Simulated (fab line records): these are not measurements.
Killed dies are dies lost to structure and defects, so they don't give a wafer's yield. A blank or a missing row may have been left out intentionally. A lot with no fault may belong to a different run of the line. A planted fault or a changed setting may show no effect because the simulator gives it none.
Which tool is to blame?    flow n5Finfet    25 wafers from 9 lots sampled at 4 of the route's 1938 steps

WHAT THE GAUGES SHOWED, per wafer
N5_BEOL_M10_THK_MEAS_01.
lot   measured      on            M10_ILD_THK (nm)
L246  day 12 00:31  filmMetro-01  263 268 270
L244  day 12 16:12  filmMetro-01  268 270 268
L248  day 13 02:08  filmMetro-02  268 266 272
L249  day 12 18:51  filmMetro-01  266 268 271
L256  day 15 00:41  filmMetro-01  268 347
L258  day 15 03:54  filmMetro-01  266 351 271
L259  day 15 14:52  filmMetro-02  349 350
L260  day 16 05:50  filmMetro-01  263 266 267
L262  day 16 08:02  filmMetro-01  268 266 269

EACH LOT AND THE TOOL THAT RAN IT (in order: tool; ch and the chambers of the sampled wafers; start)
lot   N5_BEOL_M9_STRIP_80                           N5_BEOL_M9_SURFACE_TREAT_79  N5_BEOL_M10_ILD_DEP_00
L246  rieDiel-04 ch 0,1,2, day 11 20:09 or earlier  pvdSputter-01, day 11 21:14  pecvd-04 ch 0,1,2, day 11 23:02
L244  rieDiel-04 ch 0,2,3, day 12 12:49 or earlier  pvdSputter-03, day 12 13:40  pecvd-04 ch 0,1,2, day 12 15:37
L248  rieDiel-03 ch 0,2,3, day 12 23:04 or earlier  pvdSputter-03, day 13 00:07  pecvd-03 ch 0,1,2, day 13 01:32
L249  rieDiel-06 ch 0,2,3, day 12 16:02 or earlier  pvdSputter-03, day 12 16:59  pecvd-04 ch 1,2, day 12 18:16
L256  rieDiel-06 ch 0,1, day 14 20:32 or earlier    pvdSputter-03, day 14 22:35  pecvd-04 ch 1, day 15 00:05
L258  rieDiel-04 ch 1,2, day 14 22:29 or earlier    pvdSputter-01, day 15 01:32  pecvd-04 ch 1,2, day 15 02:48
L259  rieDiel-04 ch 2,3, day 15 10:09 or earlier    pvdSputter-01, day 15 11:32  pecvd-04 ch 0,1, day 15 14:19
L260  rieDiel-03 ch 0,2,3, day 16 00:46 or earlier  pvdSputter-03, day 16 01:49  pecvd-03 ch 1,2, day 16 05:14
L262  rieDiel-03 ch 0,2,3, day 16 05:26 or earlier  pvdSputter-01, day 16 06:14  pecvd-03 ch 0,1,2, day 16 07:28
- N5_BEOL_M9_STRIP_80: strips in N2/H2, time 10 s.
- N5_BEOL_M9_SURFACE_TREAT_79
- N5_BEOL_M10_ILD_DEP_00: deposits SiCOH lowk from DEMS/porogen, target thk 308.51 nm, time 58 s.

THE ANSWER, worked out from the rows above alone
Rule: the usual values come from the lots themselves. Put in order of their means at a reading, lots are off if they are a third of the lots or fewer, leave a main group of 4 or more, and stand apart from it by a gap of 3 or more times the standard deviation of the main group's means; of several such gaps the widest counts. The tables above print the reading to a certain number of digits; a main group whose means all agree to those digits is not used. A lot without any number at a reading at which 4 lots or more have one is off too. Any other lot the step has rows for is counted as sound.
Off: L256, L258, L259, seen at N5_BEOL_M10_THK_MEAS_01 (M10_ILD_THK). For the main group the mean is 268 nm and the standard deviation 1.2.
A tool fits if, at a process step before that reading, it ran every lot that is off, and no sound lot after the first of them. Those tools and the gauges at N5_BEOL_M10_THK_MEAS_01 are tried in the same way. N5_BEOL_M9_STRIP_80: start missing for some lots; hours and lot order therefore follow N5_BEOL_M9_CD_MEAS_35. One fits: pecvd-04 at N5_BEOL_M10_ILD_DEP_00. A fault onset in the window from L249 (day 12 18:16, its last sound lot) to L256 (day 15 00:05, its first lot off) fits.

WHAT HAD BEEN PUT IN BY THE SIMULATOR
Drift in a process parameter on pecvd-04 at N5_BEOL_M10_ILD_DEP_00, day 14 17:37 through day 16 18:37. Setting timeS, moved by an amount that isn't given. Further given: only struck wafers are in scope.
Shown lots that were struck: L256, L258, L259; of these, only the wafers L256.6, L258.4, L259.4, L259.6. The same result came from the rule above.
